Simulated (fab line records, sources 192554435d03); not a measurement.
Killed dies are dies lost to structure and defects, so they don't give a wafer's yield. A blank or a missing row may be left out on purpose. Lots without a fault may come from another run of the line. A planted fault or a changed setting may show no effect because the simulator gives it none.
fab line records | flow n5_finfet
record lots=6 wafers=17 last_day=18
route steps=1938 shown BEOL_M3@951 BEOL_M4@1111 PASSIVATION@1936
lots that met no fault: from a run of the same line without faults
start_h: hours from the record's first day to the start of the lot's first wafer shown | wait_h: hours since the lot's step before | " the same as in the row above | L1.1+2: a row that stands for several wafers | - no value, or no start given | * or withheld: withheld | < > ~ a bound
route shown NAME@n: a module of which the file shows steps, and the number in the route of the first | usual: mean/standard deviation of fault-free wafers | same: alike in all rows | chamber/n: place in a boat | sites: the reading at each site | _std_site: their standard deviation | _edge_site: outer sites' mean less inner sites' | radius_mm: how far each site lies from the wafer's centre | mask NAME#n: copy n | behind: the tool/chamber that last shaped the wafer | hold: why the lot was held/for how many hours/how that ended | device: the transistor (n, p or np) that didn't switch | end of line: the same wafers' tests at the end of the route | a step without rows: its recipe alone | killed: dies lost to structure and defects at the first sort, not the wafer's yield | map: a wafer's dies, x killed, . not, _ none there
set.NAME: the setting as run; set.NAME@STEP: as run at that earlier step | model.NAME: the simulator's own value behind a step, which no gauge read
lots at some steps of the route; a table a step, a row a wafer
services: from which hour (start_h, from the record's first day; less than 0 if before it) a tool's chamber was out of use, for how many hours, and why
## steps
# step N5_BEOL_M3_STRIP_65
# recipe chemistry=N2/H2 temp_c=40 n2_flow_sccm=200 h2_flow_sccm=200 rf_frequency_hz=6e+07
# step N5_BEOL_M3_STRIP_75
# recipe chemistry=N2/H2 temp_c=40 n2_flow_sccm=200 h2_flow_sccm=200 rf_frequency_hz=6e+07
# step N5_BEOL_M3_STRIP_66
# recipe chemistry=CF4 resist=SiARC power_w=300 bias_power_w=75 pressure_mtorr=50 cf4_flow_sccm=150 rf_frequency_hz=6e+07
# usual drypump_motor_current_A=5.8/0.32 oes_product_au=0.78/0.079 rf_vpp_V=270.7/1.4 showerhead_plenum_p_Torr=1.78/0.058 throttle_valve_pct=13.66/0.2
# columns lot.wafer tool chamber start_h wait_h drypump_motor_current_A oes_product_au rf_hours_counter_h rf_vpp_V showerhead_plenum_p_Torr throttle_valve_pct
L680.3 rie_diel-05 2 166.36 0.0 5.3 0.72 189 270.6 1.79 13.75
L680.4 " 0 " " 5.5 0.95 9 272.3 1.84 13.74
L680.5 " 0 " " 5.5 0.96 - 272.6 1.84 13.72
L684.3 rie_diel-05 3 180.51 0.0 5.9 0.82 67 270.4 1.83 13.70
L684.4 " 2 " " 5.3 0.72 193 270.2 1.79 13.76
L684.5 " 1 " " 5.7 0.74 - 272.9 1.89 13.67
L690.2 rie_diel-03 2 221.76 0.0 6.1 0.68 215 269.5 1.70 13.60
L690.4 " 3 " " 5.7 0.75 181 269.6 1.74 13.93
L697.3 rie_diel-03 0 269.04 0.0 6.4 0.86 38 269.6 1.75 13.36
L697.4 " 2 " " 6.0 0.67 229 269.3 1.70 13.64
L697.6 " 1 " " 6.0 0.74 - 270.0 1.81 13.79
L698.2 rie_diel-03 2 285.27 0.0 6.1 0.67 235 269.7 1.69 13.64
L698.4 " 0 " " 6.4 0.85 43 269.8 1.75 13.37
L698.6 " 0 " " 6.4 0.85 - 270.3 1.75 13.37
L699.1 rie_diel-03 2 286.75 0.0 6.0 0.67 235 269.1 1.69 13.65
L699.2 " 0 " " 6.4 0.84 44 270.8 1.75 13.37
L699.3 " 3 " " 5.7 0.73 202 269.9 1.73 13.97
# step N5_BEOL_M3_HM_OPEN_17
# recipe chemistry=Cl2/BCl3 target_depth_a=200 overetch_a=60 target=TiN mask_material=SOC ion_energy_ev=150 pressure_mtorr=10 icp_w=1000 bias_w=126 Cl2_flow_sccm=53.25 bcl3_flow_sccm=21.75 Ar_flow_sccm=25
# usual bias_w=126.1/0.39 drypump_motor_current_A=5.3/0.5 he_backside_leak_sccm=3.36/0.28 oes_ar_750_au=0.74/0.07 oes_product_au=0.65/0.061 throttle_valve_pct=22.20/0.12
# columns lot.wafer tool chamber start_h wait_h bias_w drypump_motor_current_A he_backside_leak_sccm oes_ar_750_au oes_product_au rf_hours_counter_h throttle_valve_pct
L680.3 rie_metal-02 1 166.43 0.1 126.2 4.7 3.73 0.75 0.65 - 22.18
L680.4 " 0 " " 125.5 5.8 3.65 0.58 0.52 - 22.21
L680.5 " 0 " " 125.9 5.8 3.58 0.58 0.52 - 22.21
L684.3 rie_metal-02 1 180.58 0.1 125.8 4.7 3.75 0.75 0.63 - 22.18
L684.4 " 0 " " 126.0 5.8 3.58 0.58 0.51 - 22.24
L684.5 " 0 " " 125.9 5.8 3.56 0.58 0.52 - 22.25
L690.2 rie_metal-01 0 221.80 0.0 125.7 6.3 3.74 0.71 0.60 72 22.31
L690.4 " 1 " " 125.8 4.8 3.44 0.79 0.68 - 22.18
L697.3 rie_metal-03 1 269.11 0.1 126.1 4.9 3.01 0.73 0.66 - 22.34
L697.4 " 0 " " 125.9 5.4 2.99 0.77 0.67 - 22.08
L697.6 " 0 " " 125.9 5.5 3.01 0.78 0.69 - 22.07
L698.2 rie_metal-03 0 285.31 0.0 126.3 5.5 3.27 0.78 0.67 42 22.07
L698.4 " 0 " " 126.1 5.5 3.25 0.77 0.67 - 22.08
L698.6 " 1 " " 126.5 4.9 3.23 0.73 0.64 - 22.37
L699.1 rie_metal-02 0 286.79 0.0 125.9 5.8 3.37 0.87 0.79 4 22.00
L699.2 " 1 " " 127.1 4.7 3.61 0.73 0.62 53 22.18
L699.3 " 0 " " 126.2 5.8 3.36 0.86 0.78 - 22.01
# step N5_BEOL_M3_STRIP_19
# recipe chemistry=O2 power_w=400 temp_c=40 pressure_mtorr=30 rf_frequency_hz=6e+07 bias_power_w=0 overash_fraction=0.2 o2_flow_sccm=225
# usual drypump_motor_current_A=5.8/0.31 oes_product_au=0.79/0.086 rf_vpp_V=3.7/0.46 showerhead_plenum_p_Torr=2.07/0.068 throttle_valve_pct=16.70/0.14
# columns lot.wafer tool chamber start_h wait_h drypump_motor_current_A oes_product_au rf_hours_counter_h rf_vpp_V showerhead_plenum_p_Torr throttle_valve_pct
L680.3 rie_diel-03 3 166.51 0.1 5.7 0.76 167 4.2 2.00 16.85
L680.4 " 0 " " 6.4 0.94 4 3.5 2.08 16.56
L680.5 " 2 " " 6.0 0.69 - 4.2 1.99 16.65
L684.3 rie_diel-06 0 180.66 0.1 5.6 0.86 36 3.7 2.05 16.39
L684.4 " 1 " " 5.7 0.74 166 3.9 2.03 16.78
L684.5 " 2 " " 5.3 0.69 - 4.3 2.00 17.12
L690.2 rie_diel-06 0 221.92 0.1 5.6 0.85 49 3.7 2.04 16.41
L690.4 " 3 " " 5.9 0.77 147 3.1 2.00 16.54
L697.3 rie_diel-05 3 269.24 0.1 6.0 0.79 91 4.5 2.13 16.89
L697.4 " 2 " " 5.3 0.72 218 3.0 2.04 16.67
L697.6 " 0 " " 5.5 0.92 - 3.6 2.11 16.76
L698.2 rie_diel-05 3 285.42 0.1 6.0 0.79 96 3.6 2.12 16.89
L698.4 " 2 " " 5.3 0.71 224 3.2 2.04 16.69
L698.6 " 3 " " 5.9 0.79 - 4.2 2.12 16.88
L699.1 rie_diel-03 0 286.90 0.1 6.4 0.85 44 4.7 2.06 16.62
L699.2 " 1 " " 6.0 0.73 174 3.7 2.07 16.64
L699.3 " 3 " " 5.7 0.74 202 4.0 1.99 16.91
# step N5_BEOL_M3_CD_MEAS_18
# recipe pitch_nm=36 target_cd_nm=18
# usual cd_nm=18.2/0.48
# columns lot.wafer tool chamber start_h wait_h cd_nm
L680.3 cd_sem-02 - 166.58 0.1 17.5
L680.4 " - " " 17.9
L680.5 " - " " 18.5
L684.3 cd_sem-02 - 180.73 0.1 18.6
L684.4 " - " " 17.7
L684.5 " - " " 18.3
L690.2 cd_sem-01 - 221.99 0.1 18.5
L690.4 " - " " 17.8
L697.3 cd_sem-02 - 269.32 0.1 19.1
L697.4 " - " " 18.1
L697.6 " - " " 18.4
L698.2 cd_sem-01 - 285.49 0.1 17.8
L698.4 " - " " 18.2
L698.6 " - " " 18.5
L699.1 cd_sem-01 - 286.97 0.0 18.0
L699.2 " - " " 18.5
L699.3 " - " " 18.3
# step N5_BEOL_M3_COAT_67
# recipe resist=SOC temp_c=250 time_s=60 spin_rpm=1500 resist_thk_nm=60
# step N5_BEOL_M3_COAT_68
# recipe resist=SiARC temp_c=220 time_s=60 spin_rpm=1500 resist_thk_nm=12
# step N5_BEOL_M3_COAT_76
# recipe resist=underlayer temp_c=205 time_s=60 spin_rpm=1500 resist_thk_nm=5
# step N5_BEOL_M3_COAT_22
# recipe resist=CAR-EUV spin_rpm=1500 resist_thk_nm=30
# step N5_BEOL_M3_EBR_24
# recipe solvent=PGMEA ebr_width_mm=1.5
# step N5_BEOL_M3_SOFTBAKE_23
# recipe temp_c=110 time_s=60 resist=CAR-EUV
# step N5_BEOL_M3_EXPOSE_25
# recipe mask_id=V2 na=0.33 source_shape=quasar sigma_inner=0.2 sigma_outer=0.8 polarization=unpolarized defocus_nm=5 dose_mj=63
# usual exposure_dose_mJ_cm2=63.5/0.44
# columns lot.wafer tool chamber start_h wait_h mask exposure_dose_mJ_cm2 model.BEOL_M3.overlay_x_nm
L680.3 euv_scanner-02 0 166.91 - V2#0 63.0 0.6
L680.4 " 0 " " V2#0 63.0 0.6
L680.5 " 0 " " V2#0 62.9 0.6
L684.3 euv_scanner-01 0 180.92 - V2#0 63.9 0
L684.4 " 0 " " V2#0 63.9 0
L684.5 " 0 " " V2#0 63.9 0
L690.2 euv_scanner-02 0 222.30 - V2#0 63.0 0.4
L690.4 " 0 " " V2#0 63.0 0.4
L697.3 euv_scanner-01 0 269.63 - V2#0 64.0 3.2
L697.4 " 0 " " V2#0 64.0 3.2
L697.6 " 0 " " V2#0 63.9 3.2
L698.2 euv_scanner-01 0 285.67 - V2#0 63.9 3.2
L698.4 " 0 " " V2#0 63.8 3.2
L698.6 " 0 " " V2#0 63.9 3.2
L699.1 euv_scanner-02 0 287.27 - V2#0 63.1 0.2
L699.2 " 0 " " V2#0 62.9 0.2
L699.3 " 0 " " V2#0 63.0 0.2
# step N5_BEOL_M3_PEB_26
# recipe peb_temp_c=100 peb_time_s=60 resist=CAR-EUV
# step N5_BEOL_M3_DEVELOP_27
# recipe develop_time_s=30 developer=TMAH resist=CAR-EUV rinse_liquid=surfactant_rinse dry=air_spin dev_temp_c=23
# step N5_BEOL_M3_CD_MEAS_28
# recipe target_cd_nm=25.7 landing_energy_ev=500 detector=se_inlens target_cd_y_nm=23.3 polarity=opening
# usual cd_nm=25.68/0.23
# columns lot.wafer tool chamber start_h wait_h cd_nm
L680.3 cd_sem-02 0 167.04 - 25.52
L680.4 " 0 " " 26.01
L680.5 " 0 " " 25.47
L684.3 cd_sem-02 0 181.05 - 25.56
L684.4 " 0 " " 26.01
L684.5 " 0 " " 25.70
L690.2 cd_sem-02 0 222.44 - 25.78
L690.4 " 0 " " 25.64
L697.3 cd_sem-03 0 269.76 - 25.84
L697.4 " 0 " " 25.70
L697.6 " 0 " " 25.86
L698.2 cd_sem-03 0 285.81 - 26.22
L698.4 " 0 " " 25.67
L698.6 " 0 " " 26.11
L699.1 cd_sem-03 0 287.41 - 25.81
L699.2 " 0 " " 25.73
L699.3 " 0 " " 25.92
# step N5_BEOL_M3_OVL_MEAS_29
# recipe points_per_wafer=522
# usual V2_OVL=-0.4/0.71
# same points_per_wafer=522
# columns lot.wafer tool chamber start_h wait_h V2_OVL[nm]
L680.3 overlay-02 0 167.08 0.0 -0.3
L680.4 " 0 " " -0.2
L680.5 " 0 " " 0.8
L684.3 overlay-02 0 181.09 0.0 -1.1
L684.4 " 0 " " -0.1
L684.5 " 0 " " 0.0
L690.2 overlay-01 0 222.47 0.0 0.4
L690.4 " 0 " " 1.5
L697.3 overlay-02 0 269.80 0.0 2.7
L697.4 " 0 " " 3.0
L697.6 " 0 " " 2.6
L698.2 overlay-01 0 285.85 0.0 3.1
L698.4 " 0 " " 2.7
L698.6 " 0 " " 2.1
L699.1 overlay-02 0 287.45 0.0 -0.2
L699.2 " 0 " " 0.0
L699.3 " 0 " " 0.6
# step N5_BEOL_M3_INSPECT_30
# recipe mode=adi inspect_instrument=brightfield
# usual raw_defect_count=412/100
# columns lot.wafer tool chamber start_h wait_h raw_defect_count
L680.3 defect_inspect-02 - 167.13 0.0 620
L680.4 " - " " 319
L680.5 " - " " 615
L684.3 defect_inspect-01 - 181.14 0.0 352
L684.4 " - " " 322
L684.5 " - " " 408
L690.2 defect_inspect-01 - 222.53 0.0 383
L690.4 " - " " 561
L697.3 defect_inspect-02 - 269.85 0.0 623
L697.4 " - " " 517
L697.6 " - " " 471
L698.2 defect_inspect-02 - 285.90 0.0 379
L698.4 " - " " 496
L698.6 " - " " 341
L699.1 defect_inspect-02 - 287.50 0.1 409
L699.2 " - " " 318
L699.3 " - " " 509
# step N5_BEOL_M4_RC_MEAS_101
# usual DIBL_N=35.8/2.2 DIBL_P=35.3/2.7 IOFF_N=0.16/0.043 IOFF_P=0.21/0.043 ION_N=676/15 ION_P=463/9.1 SS_N=71.4/0.77 SS_P=73.0/0.79 VT_N=250/4 VT_P=-249.8/2.8
# columns lot.wafer tool chamber start_h wait_h DIBL_N[mV/V] DIBL_P[mV/V] IOFF_N[nA/um] IOFF_P[nA/um] ION_N[uA/um] ION_P[uA/um] SS_N[mV/dec] SS_P[mV/dec] VT_N[mV] VT_P[mV]
L680.3 prober-02 0 193.80 0.3 35.3 36.3 0.16 0.21 687 464 72.0 73.4 249 -248.4
L680.4 " 0 " " 34.3 35.7 0.14 0.21 685 476 70.9 72.9 251 -246.8
L680.5 " 0 " " 32.9 33.3 0.12 0.17 666 463 71.3 72.2 251 -248.3
L684.3 prober-01 0 212.62 0.3 34.6 34.5 0.15 0.17 688 473 71.4 72.3 247 -251.9
L684.4 " 0 " " 36.0 35.7 0.16 0.18 641 442 72.2 73.2 254 -254.5
L684.5 " 0 " " 36.1 36.4 0.16 0.19 677 459 71.7 73.5 250 -250.0
L690.2 prober-01 0 247.74 0.2 37.8 38.9 0.19 0.25 668 459 72.5 73.8 245 -245.8
L690.4 " 0 " " 34.4 35.1 0.12 0.18 680 466 72.0 73.0 251 -252.1
L697.3 prober-01 0 294.46 0.3 35.7 35.3 0.15 0.19 662 453 72.0 73.1 249 -250.8
L697.4 " 0 " " 41.0 42.9 0.29 0.33 709 482 73.2 75.2 240 -245.0
L697.6 " 0 " " 36.2 37.7 0.17 0.23 698 475 71.3 73.4 249 -249.8
L699.1 prober-02 0 309.59 0.0 36.3 35.4 0.18 0.20 679 457 71.3 72.6 247 -252.6
L699.2 " 0 " " 36.7 36.1 0.18 0.21 680 462 71.8 72.7 248 -250.3
L699.3 " 0 " " 35.8 34.2 0.15 0.18 686 457 71.9 72.3 254 -252.3
L698.2 prober-01 0 310.02 0.2 37.7 35.2 0.16 0.22 687 470 71.2 71.9 248 -249.2
L698.4 " 0 " " 33.1 29.0 0.09 0.14 650 458 70.6 71.4 258 -251.8
L698.6 " 0 " " 33.7 30.5 0.10 0.16 663 465 70.1 71.8 256 -249.7
# step N5_PASSIVATION_PROBE_49
# usual defect_limited_yield=91.1/1.4 killed_at_M0_to_M3=34/11 killed_at_M4_up=14/5.6 killed_at_contacts=13/5.9 killed_at_front_end=40/11 killed_at_other=4/3.1 killed_dies=105/16 killed_open=68/11 killed_short=34/8.4 sort_bin_4_leakage=0.01/0.11 sort_bin_5_function=5.2/0.86 sort_bin_6_memory=3.2/0.7 sort_bin_8_speed=0.1/1.1 sort_n_pass=1074/21 sort_yield_pct=91.0/1.8
# same gross_dies=1180 killed_at_back_side=0
# columns lot.wafer tool chamber start_h wait_h defect_limited_yield[%] killed_at_M0_to_M3 killed_at_M4_up killed_at_contacts killed_at_front_end killed_at_other killed_dies killed_open killed_short sort_bin_4_leakage[%] sort_bin_5_function[%] sort_bin_6_memory[%] sort_bin_8_speed[%] sort_n_pass sort_yield_pct[%]
L690.2 prober-01 - 347.43 0.1 91.6 27 14 12 41 5 99 61 35 0 5.2 3.1 0 1081 91.6
L690.4 prober-01 - 347.53 0.2 92.5 36 14 8 27 3 88 57 27 0 4.6 2.7 0 1092 92.5
L699.1 prober-02 - 429.93 1.4 89.9 29 15 19 53 3 119 79 32 0 5.0 4.2 0 1061 89.9
L699.2 prober-02 - 429.98 1.5 92.5 28 18 15 26 1 88 63 23 0 5.1 1.9 0 1092 92.5
L699.3 prober-02 - 430.03 1.5 92.3 29 26 9 21 6 91 60 29 0 4.5 3.1 0 1089 92.3
# killed by level:class
L690.2 MOL_CONTACT_COAG:geometric_particle:open=10 BEOL_M4:geometric_particle:open=7 STI_FIN_REVEAL:geometric_particle:open=6 DUMMY_GATE:geometric_particle:open=6 BEOL_M0_SAQP:geometric_particle:short=6 BEOL_M2:geometric_particle:open=6 BEOL_M3:geometric_particle:open=6 FIN_SAQP:geometric_particle:short=5
L690.4 MOL_CONTACT_COAG:geometric_particle:open=8 BEOL_M2:geometric_particle:open=8 BEOL_M0_SAQP:geometric_particle:short=7 DUMMY_GATE:geometric_particle:open=6 BEOL_M3:geometric_particle:open=6 BEOL_M0_SAQP:geometric_particle:open=4 BEOL_M0:geometric_particle:open=4 BEOL_M4:geometric_particle:open=4
L699.1 MOL_CONTACT_COAG:geometric_particle:open=16 FIN_SAQP:geometric_particle:open=15 STI_FIN_REVEAL:geometric_particle:open=11 BEOL_M4:geometric_particle:open=8 BEOL_M0_SAQP:geometric_particle:short=7 HKMG_FIN:area_etch=7 BEOL_M0_SAQP:geometric_particle:open=6 FIN_SAQP:geometric_particle:short=5
L699.2 MOL_CONTACT_COAG:geometric_particle:open=11 BEOL_M0_SAQP:geometric_particle:short=11 BEOL_M4:geometric_particle:open=8 FIN_SAQP:geometric_particle:open=5 STARTING-WAFER:geometric_particle:open=5 STI_FIN_REVEAL:geometric_particle:open=4 MOL_CONTACT_COAG:geometric_particle:short=4 BEOL_M1:geometric_particle:open=4
L699.3 MOL_CONTACT_COAG:geometric_particle:open=9 BEOL_M0_SAQP:geometric_particle:open=8 BEOL_M4:geometric_particle:open=8 BEOL_M0_SAQP:geometric_particle:short=7 BEOL_M4:geometric_particle:short=5 ILD0:geometric_particle:short=4 BEOL_M5:geometric_particle:open=4 BEOL_M3:geometric_particle:open=4
## services
# columns tool chamber start_h hours kind
rie_diel-03 1 154.43 5.8 repair
euv_scanner-01 - 161.65 5.8 pm
rie_diel-06 3 165.87 11.5 repair
euv_scanner-02 - 170.78 1.0 pm
euv_scanner-01 - 171.79 1.0 pm
rie_diel-06 2 182.28 6.3 repair
euv_scanner-01 - 198.03 4.6 pm
euv_scanner-02 - 198.73 0.1 repair
rie_diel-03 3 204.13 13.8 repair
rie_diel-06 - 216.83 4.3 pm
euv_scanner-01 - 220.58 0.3 repair
euv_scanner-02 - 226.93 1.0 pm
euv_scanner-01 - 227.94 1.0 pm
rie_diel-05 3 228.51 2.4 repair
rie_diel-06 2 235.86 5.7 repair
euv_scanner-02 - 237.99 4.6 pm
rie_metal-01 1 240.63 35.6 repair
rie_metal-03 - 246.78 0.1 repair
euv_scanner-02 - 248.70 5.8 pm
rie_diel-05 - 249.68 4.3 pm
euv_scanner-01 - 254.48 12.0 pm
rie_metal-01 0 262.04 7.6 repair
euv_scanner-02 - 283.08 1.0 pm
euv_scanner-01 - 284.09 1.0 pm
## key
first_sign step=N5_BEOL_M3_OVL_MEAS_29 reading=V2_OVL direction=up sigmas=4.4 usual=-0.4 struck=2.7
effect none on later readings
model_effect step=N5_BEOL_M3_EXPOSE_25 value=BEOL_M3.overlay_x_nm without=-0.3 struck=3.2
met_at N5_BEOL_M3_EXPOSE_25
struck_wafers L697.3,L697.4,L697.6,L698.2,L698.4,L698.6
onset_between 180.92 269.63
also_fits N5_BEOL_M3_HM_OPEN_17:rie_metal-03,N5_BEOL_M3_STRIP_19:rie_diel-05
fault kind=scanner_matching_overlay tool=euv_scanner-01 chamber=- onset_h=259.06 steps=N5_BEOL_M3_EXPOSE_25 offset=3.4388
